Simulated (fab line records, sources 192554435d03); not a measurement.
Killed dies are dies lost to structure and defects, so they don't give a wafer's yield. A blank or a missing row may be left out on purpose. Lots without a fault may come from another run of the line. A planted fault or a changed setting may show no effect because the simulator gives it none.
Chamber matching | flow n5_finfet | N5_FIN_SAQP_SPACER2_ALD_28 on ald_sin-01: 4 sister chambers
The step deposits SiO2, target thk 8.1 nm, pulse time 1 s, purge time 2 s. 16 wafers are shown with their chamber, then 8 later ones without.

WAFERS WITH THEIR CHAMBER
wafer  | chamber | heater_power_w (W) | precursor_pulse_height_rel
L077.1 | 0       | 463                | 0.980
L077.2 | 3       | 516                | 1.009
L077.3 | 2       | 480                | 1.018
L082.1 | 2       | 473                | 1.016
L082.3 | 0       | 469                | 1.015
L082.6 | 3       | 532                | 0.994
L085.1 | 2       | 479                | 1.013
L085.2 | 0       | 484                | 1.012
L085.3 | 1       | 430                | 1.018
L085.4 | 3       | 519                | 1.012
L085.5 | 2       | 487                | 0.999
L085.6 | 3       | 519                | 0.979
L087.2 | 2       | 466                | 1.026
L087.3 | 0       | 474                | 1.016
L087.4 | 1       | 436                | 1.032
L091.2 | 3       | 531                | 1.013

SIGNATURES (means of the wafers above)
reading                    | chamber 0 | chamber 1 | chamber 2 | chamber 3 | scatter within a chamber
heater_power_w             | 472.50    | 433.00    | 477.00    | 523.40    | 7.8
precursor_pulse_height_rel | 1.00575   | 1.02500   | 1.01440   | 1.00140   | 0.0137
Rule: a wafer's distance from a chamber is the root of the sum, over the readings, of the square of ((its reading less the chamber's mean) divided by the reading's scatter). The wafer belongs to the nearest chamber; if the next one is less than 2 further off, it can't be placed. The scatter: the root of (the sum of the squares of (reading less its chamber's mean) over the shown wafers, divided by (wafers less chambers)).

WAFERS WITHOUT THEIR CHAMBER
wafer  | heater_power_w (W) | precursor_pulse_height_rel
L091.4 | 472                | 1.001
L091.5 | 470                | 1.012
L092.1 | 517                | 0.994
L092.4 | 436                | 0.970
L092.6 | 433                | 0.948
L094.1 | 518                | 1.009
L094.2 | 462                | 1.023
L094.5 | 422                | 1.008

WHICH CHAMBER EACH WENT THROUGH
wafer  | from the rows above          | in truth
L091.4 | can't be placed: 0 or 2      | 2
L091.5 | can't be placed: 0 or 2      | 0
L092.1 | 3                            | 3
L092.4 | can't be placed: 1 or 0      | 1
L092.6 | can't be placed: 1 or 0 or 2 | 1
L094.1 | 3                            | 3
L094.2 | can't be placed: 0 or 2 or 1 | 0
L094.5 | 1                            | 1
Placed correctly: 3 of 8. Can't be placed from these rows: 5 (the true chamber is among the candidates in 5). Placed wrongly: 0.
